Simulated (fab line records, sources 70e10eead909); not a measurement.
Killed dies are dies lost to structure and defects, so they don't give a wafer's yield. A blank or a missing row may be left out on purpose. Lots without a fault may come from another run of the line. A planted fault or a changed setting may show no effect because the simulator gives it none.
A struck lot beside a sound one | flow nand_harc | 24 steps out of a route of 1159
Sound: wafers L477.2, L477.5, L477.6. Struck: wafers L485.2, L485.4, L485.6. The cause comes at the end.
At each step with rows: each side's tool, then ch and its chambers, then its first start. Under that, the readings that differ: sound wafers | struck wafers | difference of the means | sigmas: that difference in standard deviations of wafers without a fault.
alike: readings whose means differ by less than 2 such deviations, and words and numbers that are the same on both sides. not compared: withheld readings, readings that some wafer has no value for, bounds like >300 that may hide the same value, and numbers for which the record gives no deviation and whose values overlap.
The two part at a step that has a row with sigmas, a row that says differs or no value, or rows on one side only. Numbers that don't overlap but have no deviation are shown without sigmas and don't part them. A reading that every wafer of one side lacks parts them only if that side has two wafers or more.

first, 1 step without rows for these wafers: NHARC_P_M1_SRD_25.
NHARC_P_M1_INSPECT_27:
  sound on defect_inspect-01, day 7 02:47; struck on defect_inspect-02, day 9 10:06
  alike: raw_defect_count
NHARC_P_M1_PRE_CLEAN_32: time 12 s.
  sound on pecvd-02 ch 1,2, day 7 02:53; struck on pecvd-02 ch 1,2, day 9 10:15
  alike: heater_power_w
NHARC_P_M1_DEP_33: deposits SiCN, target thk 30 nm.
  sound on pecvd-02 ch 1,2, day 7 03:01; struck on pecvd-02 ch 1,2, day 9 10:20
  alike: heater_power_w
then, 7 steps without rows for these wafers: NHARC_P_M2_DEP_00 (deposits SiOC, target thk 182.5 nm); NHARC_P_M2_DEHYDRATE_01 (time 120 s); NHARC_P_M2_HMDS_02 (time 30 s); NHARC_P_M2_COAT_34 (time 65 s); NHARC_P_M2_COAT_03 (resist thk 90 nm); NHARC_P_M2_SOFTBAKE_04 (time 55 s); NHARC_P_M2_EBR_05.
NHARC_P_M2_EXPOSE_06: exposes mask P M2, target cd 170 nm.
  sound on arfi_scanner-01 ch 0, day 7 03:54; struck on arfi_scanner-01 ch 0, day 9 11:17
  reading              | sound             | struck            | difference | sigmas
  exposure_dose_mJ_cm2 | 80.65 80.69 80.74 | 49.59 49.52 49.48 | -31.16     | -99 or more
  alike: mask, stage_vel_mm_s
then, 2 steps without rows for these wafers: NHARC_P_M2_PEB_07 (peb time 65 s); NHARC_P_M2_DEVELOP_08 (develop time 35 s).
NHARC_P_M2_CD_MEAS_09: target cd 170 nm.
  sound on cd_sem-02 ch 0, day 7 04:02; struck on cd_sem-02 ch 0, day 9 11:26
  reading    | sound             | struck            | difference | sigmas
  cd_nm (nm) | 169.5 170.0 168.5 | 140.8 140.7 140.3 | -28.7      | -36
NHARC_P_M2_OVL_MEAS_10: pitch 340 nm.
  sound on overlay-02, day 7 04:07; struck on overlay-01, day 9 11:31
  alike: overlay_x_nm, overlay_y_nm
NHARC_P_M2_INSPECT_11:
  sound on defect_inspect-01, day 7 04:10; struck on defect_inspect-01, day 9 11:33
  alike: raw_defect_count
NHARC_P_M2_DESCUM_14: chemistry O2, time 3 s.
  sound on rie_diel-06 ch 1,2, day 7 04:13; struck on rie_diel-06 ch 1,2, day 9 11:37
  reading               | sound             | struck        | difference | sigmas
  model.P_M2.cd_nm (nm) | 167.8 169.3 167.8 | 140 139.6 140 | -28        |
  alike: drypump_motor_current_A, oes_product_au, rf_vpp_V, showerhead_plenum_p_Torr, throttle_valve_pct
  not compared: rf_hours_counter_h
NHARC_P_M2_ETCH_35: etches the open film in N2/H2, target depth 40 nm, overetch 12 nm, time 43.94 s.
  sound on rie_diel-06 ch 1,2, day 7 04:18; struck on rie_diel-06 ch 1,2, day 9 11:42
  alike: drypump_motor_current_A, oes_product_au, rf_vpp_V, showerhead_plenum_p_Torr, throttle_valve_pct
  not compared: rf_hours_counter_h
NHARC_P_M2_ETCH_15: etches the open film in C4F8/Ar, target depth 182.5 nm, time 91.2 s.
  sound on rie_diel-06 ch 0,1,2; struck on rie_diel-06 ch 0,2
  alike: oes_product_au, rf_vpp_V
  not compared: rf_hours_counter_h
NHARC_P_M2_CD_MEAS_16:
  sound on cd_sem-01, day 7 04:31; struck on cd_sem-02, day 9 11:55
  reading    | sound             | struck            | difference | sigmas
  cd_nm (nm) | 167.2 169.6 166.9 | 139.9 139.9 140.0 | -28.0      | -25
NHARC_P_M2_STRIP_18: strips in N2/H2.
  sound on rie_diel-06 ch 2,3, day 7 04:38; struck on rie_diel-06 ch 0,2,3, day 9 12:02
  alike: drypump_motor_current_A, oes_product_au, rf_vpp_V, showerhead_plenum_p_Torr, throttle_valve_pct
  not compared: rf_hours_counter_h
NHARC_P_M2_ETCH_28: etches the open film in CF4/N2, target depth 30 nm, time 72.99 s.
  sound on rie_diel-06 ch 0,1; struck on rie_diel-06 ch 0,1
  reading               | sound             | struck            | difference | sigmas
  model.P_M2.cd_nm (nm) | 167.6 169.6 167.4 | 140.4 140.5 138.8 | -28.3      |
  alike: drypump_motor_current_A, oes_product_au, rf_vpp_V, showerhead_plenum_p_Torr, throttle_valve_pct
  not compared: rf_hours_counter_h
then, 1 step without rows for these wafers: NHARC_P_M2_STRIP_19 (strips in post etch residue remover, time 600 s).

WHERE THEY PART
First at NHARC_P_M2_EXPOSE_06; last, within this record, at NHARC_P_M2_CD_MEAS_16. Later steps at which nothing parts them and some readings are alike: NHARC_P_M2_STRIP_18, NHARC_P_M2_ETCH_28.

WHY: what the simulator had put in
Process parameter drift: arfi_scanner-01, from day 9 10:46 on, at NHARC_P_M2_EXPOSE_06. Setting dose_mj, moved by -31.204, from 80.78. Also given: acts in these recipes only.
